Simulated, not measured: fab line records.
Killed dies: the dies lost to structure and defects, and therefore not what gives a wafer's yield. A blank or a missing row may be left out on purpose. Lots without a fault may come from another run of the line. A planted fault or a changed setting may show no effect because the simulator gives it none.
Problem report in the 8D (eight disciplines) form, filled by code | flow n5 finfet | the parts of the form that need people (team, actions taken, sign-off) are left out

1. THE PROBLEM
Across 3 wafers from 2 lots, HK_THK at N5_HKMG_FIN_THK_MEAS_70 averages 1.996 nm, while fault-free wafers read 1.578 nm with a standard deviation of 0.021. That puts it +20 standard deviations away from the usual mean.
The step: measures by xrf.
First seen on wafer L464.2, day 9 14:49, on film metro-02. At this step, 27 wafers from 9 lots have a number in the record. Rule for "out" (also "out of limits"): further than 4 standard deviations from the usual mean. The other wafers with a number count as sound.

2. WHAT IT IS, AND WHAT IT ISN'T
question                    | is                     | is not
which readings at this step | HK_THK                 | -
which lots                  | L464, L465             | L442, L444, L448, L451, L452, L455, L456
which wafers of those lots  | L464.2, L464.3, L465.2 | L464.1, L465.1, L465.6
read on which gauges        | film metro-02          | film metro-01
when                        | from day 9 14:49       | up to then (22 sound wafers); but 2 sound wafers of L465 came after

3. SUSPECTS, AND WHAT RULES EACH OUT
Counting: a tool at a process step up to the reading stays a suspect if it ran every lot that is out. Sound lots after the first of them don't rule it out here, since some wafers of a struck lot are sound.
- ruled out: the gauge at N5_HKMG_FIN_THK_MEAS_70. All the wafers that are out were read on film metro-02, but those of them that N5_BEOL_M4_RC_MEAS_101 has rows for are out there too, on other tools.
- pecvd-03 at N5_SDB_HM_DEP_00 (deposits SiNx from SiH4/NH3/N2, target thk 40 nm, time 35.3 s): kept. Every lot that is out went through it, the first being L464 (day 9 06:19); the last sound lot it ran before that was L455 (day 6 23:55).
- rie diel-01 at N5_SDB_DESCUM_16 (chemistry O2, time 7.9 s): kept. Every lot that is out went through it, the first being L464 (day 9 06:50); the last sound lot it ran before that was L455 (day 7 00:28).
- ald hk-03 at N5_HKMG_FIN_HK_ALD_01 (deposits HfO2, target thk 1.6 nm, pulse time 3 s, purge time 3 s): kept. Every lot that is out went through it, the first being L464 (day 9 11:22); the last sound lot it ran before that was L455 (day 7 05:00).
- Within ald hk-03 at N5_HKMG_FIN_HK_ALD_01: the wafers that are out ran in chambers 0, 1, 2; their sound lot-mates ran in chamber 3.
The count leaves pecvd-03 at N5_SDB_HM_DEP_00, rie diel-01 at N5_SDB_DESCUM_16, and ald hk-03 at N5_HKMG_FIN_HK_ALD_01.

4. THE CAUSE (what the simulator had put in)
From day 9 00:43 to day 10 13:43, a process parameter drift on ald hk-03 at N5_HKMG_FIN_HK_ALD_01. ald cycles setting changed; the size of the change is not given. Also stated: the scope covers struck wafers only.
Counting left 3 suspects, and this tool is among them.

5. SEQUENCE OF EFFECTS, ordered by route
One row per reading whose mean, taken over the struck wafers that have a number, lies over 3 standard deviations from the usual. Scope: only readings with a usual standard deviation given in the record; hours: median across lots of the time from each lot's start at the first step in this table that gives one to its start at this step; sigmas: change in usual standard deviations.
hours | step                    | reading | usual        | on struck wafers | change  | sigmas
0     | N5_HKMG_FIN_THK_MEAS_70 | HK_THK  | 1.578 nm     | 1.996            | +0.418  | +20
96    | N5_BEOL_M4_RC_MEAS_101  | EOT_N   | 10.51        | 11.45            | +0.94   | +9.6
96    | N5_BEOL_M4_RC_MEAS_101  | EOT_P   | 10.47        | 11.37            | +0.90   | +9.2
96    | N5_BEOL_M4_RC_MEAS_101  | IGATE_N | 0.0129 nA/um | 0.0006           | -0.0123 | -6.5
96    | N5_BEOL_M4_RC_MEAS_101  | IGATE_P | 0.0038 nA/um | 0.0002           | -0.0036 | -6.2

6. WHAT WOULD HAVE CAUGHT IT SOONER
14 hours passed between the start of the fault at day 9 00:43 and the first reading out of limits at a measuring or inspecting step in this record, taken at day 9 14:49.
Of the tool readings at N5_HKMG_FIN_HK_ALD_01 for which the record gives a usual standard deviation, none was out on any struck wafer, so an alarm limit of 4 standard deviations on them would not have fired.
Lots out: 2; of these, L465 started N5_HKMG_FIN_HK_ALD_01 on ald hk-03 after day 9 14:49. A hold on the tool at that time would have spared it.
